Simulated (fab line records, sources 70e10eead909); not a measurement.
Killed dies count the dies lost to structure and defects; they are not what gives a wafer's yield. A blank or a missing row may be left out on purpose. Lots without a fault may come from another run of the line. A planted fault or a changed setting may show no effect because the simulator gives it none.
The tool behind it: which one? / flow nand harc / Sampling: 7 lots, 21 wafers, 3 of 1302 route steps

WHAT THE GAUGES READ, wafer by wafer
NHARC_A_BONDPAD_THK_MEAS_20: measures by xrf.
lot=L997; measured=day 23 20:46; on=film metro-02; thk nm (nm)=170.0 169.3 168.3
lot=L999; measured=day 24 12:32; on=film metro-01; thk nm (nm)=171.9 171.6 169.7
lot=L101; measured=day 25 10:56; on=film metro-01; thk nm (nm)=169.1 168.5 168.5
lot=L103; measured=day 26 16:40; on=film metro-01; thk nm (nm)=167.7 167.5 169.7
lot=L105; measured=day 27 07:08; on=film metro-02; thk nm (nm)=170.6 169.4 168.4
lot=L107; measured=day 27 14:44; on=film metro-02; thk nm (nm)=172.7 171.5 168.7
lot=L114; measured=day 31 10:56; on=film metro-01; thk nm (nm)=169.6

TOOL THAT RAN EACH LOT (tool first, then ch and the chambers of the sampled wafers, then the start)
lot=L997; NHARC_P_STI_HDPCVD_20=hdpcvd-01 ch 0,1, day 3 23:34; NHARC_A_BONDPAD_ANNEAL_28=rtp anneal-01 ch 0, day 23 20:11
lot=L999; NHARC_P_STI_HDPCVD_20=hdpcvd-01 ch 0,1, day 4 21:52; NHARC_A_BONDPAD_ANNEAL_28=rtp anneal-01 ch 0, day 24 11:55
lot=L101; NHARC_P_STI_HDPCVD_20=hdpcvd-01 ch 0, day 5 21:16; NHARC_A_BONDPAD_ANNEAL_28=rtp anneal-02 ch 0, day 25 10:19
lot=L103; NHARC_P_STI_HDPCVD_20=hdpcvd-01 ch 0,1, day 6 16:52; NHARC_A_BONDPAD_ANNEAL_28=rtp anneal-02 ch 0, day 26 15:59
lot=L105; NHARC_P_STI_HDPCVD_20=hdpcvd-01 ch 0,1, day 7 10:20; NHARC_A_BONDPAD_ANNEAL_28=rtp anneal-02 ch 0, day 27 06:31
lot=L107; NHARC_P_STI_HDPCVD_20=hdpcvd-01 ch 0,1, day 8 07:40; NHARC_A_BONDPAD_ANNEAL_28=rtp anneal-01 ch 0, day 27 14:08
lot=L114; NHARC_P_STI_HDPCVD_20=hdpcvd-01 ch 0,1, day 11 06:30; NHARC_A_BONDPAD_ANNEAL_28=rtp anneal-01 ch 0, day 31 10:32
- NHARC_P_STI_HDPCVD_20: deposits SiO2.
- NHARC_A_BONDPAD_ANNEAL_28: time 90 s.

THE ANSWER, worked out from the rows above alone
Rule: what is usual is taken from the lots themselves. The widest of any qualifying gaps counts: lots, ordered by their means at a reading, are off when they make up no more than a third of the lots, leave a main group of 4 or more, and stand apart from it by 3 or more times the standard deviation of that group's means. A main group whose means are all the same, to the digits that the tables above print for the reading, isn't used. Also off: a lot with no number at a reading for which 4 or more lots have one. Where the step has rows for the other lots, those lots are counted as sound.
No lot is off at any reading shown: from this, nothing can be told.

WHAT THE SIMULATOR HAD PUT IN
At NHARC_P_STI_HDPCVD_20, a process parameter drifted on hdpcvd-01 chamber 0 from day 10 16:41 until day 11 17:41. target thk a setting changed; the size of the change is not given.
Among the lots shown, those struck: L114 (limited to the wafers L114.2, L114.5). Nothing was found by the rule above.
